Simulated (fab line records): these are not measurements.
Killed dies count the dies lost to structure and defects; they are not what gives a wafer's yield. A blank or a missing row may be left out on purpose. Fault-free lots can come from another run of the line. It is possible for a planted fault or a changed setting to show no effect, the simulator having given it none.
Split-lot trial + flow n5 finfet + 21 wafers read from 7 lots, route of 1938 steps

THE SPLIT
At N5_FIN_SAQP_HM_DEP_72 (deposits SiO2 from SiH4/N2O, target thk 12 nm, time 7.2 s), the setting time s was moved away from the recipe's 7.2 s on 8 of the 21 wafers read, by -14.7% to +13.1%. For the rest of the wafers, this setting stayed at what the recipe calls for.

FROM THE SPLIT TO THE READING: what the file shows between them, 4 steps
- N5_FIN_SAQP_DESCUM_21: chemistry O2, time 7.9 s (also split here: time s)
- N5_FIN_SAQP_ETCH_51: etches SiARC in CF4, target depth 45.5 nm, time 75.8 s
- N5_FIN_SAQP_ETCH_52: etches SOC in N2/H2, target depth 100 nm, overetch 20 nm, time 150 s
- N5_FIN_SAQP_STRIP_53: strips in N2/H2

THE READING
etch.depth nm (the simulator's own value, which no gauge read), in nm, at N5_FIN_SAQP_HM_OPEN_73 (chemistry CHF3/O2, target SiO2, stops on a-Si, target depth 12 nm, time 16.8 s). The file gives no usual value for it. Average 11.992 nm, standard deviation 0.17 nm, over the 13 wafers here run with the recipe.

| wafer  | tool, chamber at the split | time s as run, s | against the recipe | etch.depth nm, nm | against lot-mates on the recipe |
|--------|----------------------------|------------------|--------------------|-------------------|---------------------------------|
| L075.1 | pecvd-03, 1                | 7.2              | recipe             | 11.85             | -                               |
| L075.2 | pecvd-03, 0                | 6.72             | -6.7%              | 11                | -0.975                          |
| L075.3 | pecvd-03, 1                | 7.2              | recipe             | 12.1              | -                               |
| L076.2 | pecvd-01, 0                | 6.208            | -13.8%             | 10.14             | -1.710                          |
| L076.4 | pecvd-01, 0                | 6.208            | -13.8%             | 9.995             | -1.855                          |
| L076.6 | pecvd-01, 0                | 7.2              | recipe             | 11.85             | -                               |
| L081.2 | pecvd-04, 1                | 7.2              | recipe             | 11.78             | -                               |
| L081.3 | pecvd-04, 0                | 7.2              | recipe             | 11.76             | -                               |
| L081.6 | pecvd-04, 1                | 7.2              | recipe             | 12.07             | -                               |
| L086.1 | pecvd-01, 1                | 6.141            | -14.7%             | 9.862             | -2.058                          |
| L086.3 | pecvd-01, 0                | 6.141            | -14.7%             | 9.954             | -1.966                          |
| L086.5 | pecvd-01, 1                | 7.2              | recipe             | 11.92             | -                               |
| L087.3 | pecvd-01, 0                | 6.807            | -5.5%              | 11.28             | -1.015                          |
| L087.4 | pecvd-01, 0                | 7.2              | recipe             | 12.19             | -                               |
| L087.5 | pecvd-01, 2                | 7.2              | recipe             | 12.4              | -                               |
| L091.2 | pecvd-01, 2                | 8.144            | +13.1%             | 13.31             | +1.400                          |
| L091.3 | pecvd-01, 0                | 8.144            | +13.1%             | 13.28             | +1.370                          |
| L091.4 | pecvd-01, 2                | 7.2              | recipe             | 11.91             | -                               |
| L092.1 | pecvd-04, 1                | 7.2              | recipe             | 11.97             | -                               |
| L092.4 | pecvd-04, 0                | 7.2              | recipe             | 12.04             | -                               |
| L092.6 | pecvd-04, 2                | 7.2              | recipe             | 12.06             | -                               |

THE FIT
A straight line over all 21 wafers: etch.depth nm changes by +0.126 nm for each +1% of time s; r = +0.98; the points scatter about the line by 0.19 nm.
The same after taking each lot's own level away (the mean of its wafers on the recipe; 21 wafers): +0.125 nm for each +1%; r = +0.99; scatter 0.14 nm.
According to that fit, moving time s by its largest amount changes the reading by 1.8 nm.
The span of the lots' own levels, 11.8500 to 12.2950 nm, comes to 2.6 times the standard deviation stated above.
So the lot-to-lot level changes the slope little: the two slopes agree.
Check: with one of the wafers moved furthest among these (-14.7%) left out of the fit, the line predicts -1.87 nm for it against its lot-mates. Against them it came out at -2.06 nm.

FURTHER SPLITS ON THESE WAFERS
Other splits were also applied to these wafers ahead of the reading. Each is held against what the fit with the lots' levels taken away leaves over:
| other split on the same wafers          | wafers away from the commonest value | r with etch.depth nm (lot level and that fit taken away) |
|-----------------------------------------|--------------------------------------|----------------------------------------------------------|
| N5_ZERO_LAYER_EXPOSE_08 dose mj         | 4                                    | +0.12                                                    |
| N5_ZERO_LAYER_DEVELOP_10 develop time s | 10                                   | -0.03                                                    |
| N5_WELL_APT_EXPOSE_22 dose mj           | 9                                    | +0.18                                                    |
| N5_WELL_APT_PEB_23 peb time s           | 11                                   | -0.03                                                    |
| N5_FIN_SAQP_DESCUM_21 time s            | 4                                    | +0.34                                                    |

THE WHOLE CHAIN: every reading that the file lists as answering this split, in the file's order
| step                   | what it does                                                                   | reading                                                                            | change (the file's fit)               | r (the file's) |
|------------------------|--------------------------------------------------------------------------------|------------------------------------------------------------------------------------|---------------------------------------|----------------|
| N5_FIN_SAQP_HM_DEP_72  | deposits SiO2 from SiH4/N2O, target thk 12 nm, time 7.2 s                      | SiO2_of_FIN_SAQP_HM_DEP_72.thk nm (the simulator's own value, which no gauge read) | +0.129 nm for each +1% of the setting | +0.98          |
| N5_FIN_SAQP_HM_OPEN_73 | chemistry CHF3/O2, target SiO2, stops on a-Si, target depth 12 nm, time 16.8 s | etch.depth nm (the simulator's own value, which no gauge read)                     | +0.129 nm for each +1% of the setting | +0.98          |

THE FILE'S OWN FIT
etch.depth nm changes by +0.129 nm for each +1% of time s, r = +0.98.
